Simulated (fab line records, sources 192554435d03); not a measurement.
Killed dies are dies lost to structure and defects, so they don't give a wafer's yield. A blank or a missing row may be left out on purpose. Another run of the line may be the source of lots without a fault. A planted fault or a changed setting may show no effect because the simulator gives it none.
One fault seen from 3 desks :: flow n5 finfet :: numbers are kept per desk, each desk with only its own; the story behind them comes last

== METROLOGY DESK ==
What the gauges read for every lot (on any tool): the sampled wafers with a number, averaged. The brackets show how far a lot's mean lies from the usual mean; more than 4 standard deviations puts the lot out of limits, marked OUT.
Columns: A = cd nm at N5_BEOL_M12_CD_MEAS_28, usual 160.3 nm; B = M12_OVL at N5_BEOL_M12_OVL_MEAS_29, usual -2 nm; C = trench depth nm at N5_BEOL_M12_OCD_MEAS_35, usual 318 nm
lot: L461
first seen here: day 12 05:45
A: 160.0
B: -4
C: 318

lot: L463
first seen here: day 12 20:28
A: 159.8
B: -5
C: 318

lot: L467
first seen here: day 13 21:58
A: 160.8
B: -2
C: 317

lot: L469
first seen here: day 14 14:59
A: 158.9
B: 0
C: 320

lot: L470
first seen here: day 14 18:10
A: 159.8
B: -2
C: 318

lot: L480
first seen here: day 17 06:24
A: 161.3
B: -1
C: 319

lot: L479
first seen here: day 17 16:29
A: 161.0
B: 2
C: 320
Finding of this desk: none of the 7 lots has anything out of limits.

== AT THE TOOL OWNER'S DESK: rie diel-02 ==
The tool's own readings at N5_BEOL_M12_ETCH_38 (etches SiCN in CF4/N2, target depth 68.7 nm, time 73.4 s): means of the sampled wafers that have a number, for each lot that ran on this tool. The brackets show how far a lot's mean lies from the usual mean; more than 4 standard deviations puts the lot out of limits, marked OUT.
Columns: A = drypump motor current A at N5_BEOL_M12_ETCH_38, usual 5.5 A; B = oes product au at N5_BEOL_M12_ETCH_38, usual 0.81 a.u.; C = rf vpp V at N5_BEOL_M12_ETCH_38, usual 382.7 V; D = showerhead plenum p Torr at N5_BEOL_M12_ETCH_38, usual 2.22 Torr; E = throttle valve pct at N5_BEOL_M12_ETCH_38, usual 15.43 %
lot: L461
first seen here: day 12 09:12
A: 5.0
B: 0.75
C: 382.1
D: 2.20
E: 15.61

lot: L467
first seen here: day 13 23:12
A: 5.2
B: 0.84
C: 383.1
D: 2.23
E: 15.59

lot: L469
first seen here: day 14 15:58
A: 5.1
B: 0.72
C: 382.2
D: 2.20
E: 15.61

lot: L470
first seen here: day 14 21:01
A: 4.7
B: 0.77
C: 382.5
D: 2.20
E: 15.73

lot: L480
first seen here: day 17 08:22
A: 5.0
B: 0.72
C: 382.1
D: 2.19
E: 15.70
Finding of this desk: none of the 5 lots has anything out of limits.

== THE DEFECT DESK ==
Lot by lot, what the route's inspections counted, given as the mean of those sampled wafers with a number. The brackets show how far a lot's mean lies from the usual mean; more than 4 standard deviations puts the lot out of limits, marked OUT.
Columns: A = raw defect count at N5_BEOL_M12_INSPECT_30, usual 1.8
lot: L461
first seen here: day 12 05:48
A: 1.7

lot: L463
first seen here: day 12 20:32
A: 3.0

lot: L467
first seen here: day 13 22:01
A: 1.0

lot: L469
first seen here: day 14 15:02
A: 1.0

lot: L470
first seen here: day 14 18:13
A: 1.0

lot: L480
first seen here: day 17 06:27
A: 0.7

lot: L479
first seen here: day 17 16:32
A: 1.7
Finding of this desk: none of the 7 lots has anything out of limits.

== PUT TOGETHER ==
Nothing out of limits was seen by the metrology desk.
The desk of the tool owner found nothing out of limits.
Nothing out of limits was seen by the defect desk.

== WHAT THE SIMULATOR HAD PUT IN ==
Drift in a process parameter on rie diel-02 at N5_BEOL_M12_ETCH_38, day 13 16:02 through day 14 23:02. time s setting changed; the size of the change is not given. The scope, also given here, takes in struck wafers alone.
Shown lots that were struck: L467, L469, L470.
